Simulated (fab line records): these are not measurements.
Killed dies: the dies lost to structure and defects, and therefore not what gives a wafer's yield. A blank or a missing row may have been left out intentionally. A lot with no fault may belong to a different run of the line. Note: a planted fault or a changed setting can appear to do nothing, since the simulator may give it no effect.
Lot-split experiment + flow n5-finfet + 20 wafers read from 7 lots, route of 1938 steps

## THE SPLIT ITSELF
At N5_SD_EPI_N_DEVELOP_08 (develop time 30 s), the setting develop-time-s was moved away from the recipe's 30 s on 8 of the 20 wafers read, by -15.5% to +20.3%. The other wafers ran this setting at the recipe's value.

Between the split and the reading, the file records no step.

## THE READING
SD_EPI_N.cd-nm (the simulator's own value, which no gauge read), in nm, at N5_SD_EPI_N_DESCUM_14 (chemistry O2, time 7.9 s). No usual value for it is given in the file. Here, 12 wafers ran the recipe; their average is 120.0 nm with a standard deviation of 0.55 nm.

| wafer  | tool, chamber at the split | develop-time-s as run, s | against the recipe | SD_EPI_N.cd-nm, nm | against lot-mates on the recipe |
|--------|----------------------------|--------------------------|--------------------|--------------------|---------------------------------|
| L074.1 | litho-track-03, 0          | 36.1                     | +20.3%             | 121                | +1.6                            |
| L074.2 | litho-track-03, 0          | 36.1                     | +20.3%             | 120.8              | +1.4                            |
| L074.6 | litho-track-03, 0          | 30                       | recipe             | 119.4              | -                               |
| L076.1 | litho-track-02, 0          | 25.36                    | -15.5%             | 119.4              | -1.2                            |
| L076.3 | litho-track-02, 0          | 25.36                    | -15.5%             | 119.2              | -1.4                            |
| L076.6 | litho-track-02, 0          | 30                       | recipe             | 120.6              | -                               |
| L079.2 | litho-track-03, 0          | 25.5                     | -15.0%             | 119.2              | -0.8                            |
| L079.4 | litho-track-03, 0          | 30                       | recipe             | 120                | -                               |
| L081.3 | litho-track-03, 0          | 30                       | recipe             | 119.4              | -                               |
| L081.4 | litho-track-03, 0          | 30                       | recipe             | 119.4              | -                               |
| L081.6 | litho-track-03, 0          | 30                       | recipe             | 119.8              | -                               |
| L094.1 | litho-track-03, 0          | 35.77                    | +19.2%             | 121.2              | +1.6                            |
| L094.3 | litho-track-03, 0          | 30                       | recipe             | 119.8              | -                               |
| L094.6 | litho-track-03, 0          | 30                       | recipe             | 119.4              | -                               |
| L095.1 | litho-track-02, 0          | 26.09                    | -13.0%             | 119.6              | -0.9                            |
| L095.4 | litho-track-02, 0          | 30                       | recipe             | 120.6              | -                               |
| L095.5 | litho-track-02, 0          | 30                       | recipe             | 120.4              | -                               |
| L097.1 | litho-track-05, 0          | 30                       | recipe             | 120.8              | -                               |
| L097.5 | litho-track-05, 0          | 30                       | recipe             | 120.8              | -                               |
| L097.2 | litho-track-05, 0          | 33.02                    | +10.1%             | 121                | +0.2                            |

THE FIT
A straight line over all 20 wafers: SD_EPI_N.cd-nm changes by +0.0497 nm for each +1% of develop-time-s; r = +0.75; the points scatter about the line by 0.47 nm.
The same after taking each lot's own level away (the mean of its wafers on the recipe; 20 wafers): +0.0727 nm for each +1%; r = +0.97; scatter 0.2 nm.
According to that fit, moving develop-time-s by its largest amount changes the reading by 1.5 nm.
From 119.40 to 120.80 nm: that is the span of the lots' own levels, equal to 2.5 times the standard deviation above.
So the lot-to-lot level blurs the effect unless lot-mates are compared.
Check: for one of the wafers moved furthest among these (+20.3%), held out of the fit, the line's prediction against its lot-mates is +1.42 nm. Against them it came out at +1.6 nm.

## ADDITIONAL SPLITS CARRIED BY THESE WAFERS
Before the reading, these wafers also passed through other splits. Each is held against what the fit with the lots' levels taken away leaves over:
| other split on the same wafers       | wafers away from the commonest value | r with SD_EPI_N.cd-nm (lot level and that fit taken away) |
|--------------------------------------|--------------------------------------|-----------------------------------------------------------|
| N5_FIN_SAQP_PECVD_06 time-s          | 9                                    | +0.22                                                     |
| N5_FIN_CUT_COAT_29 spin-rpm          | 2                                    | -0.40                                                     |
| N5_DUMMY_GATE_ETCH_37 source-w       | 7                                    | -0.19                                                     |
| N5_DUMMY_GATE_ETCH_31 target-depth-a | 9                                    | +0.29                                                     |

## THE FILE'S OWN FIT
SD_EPI_N.cd-nm changes by +0.0712 nm for each +1% of develop-time-s, r = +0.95.
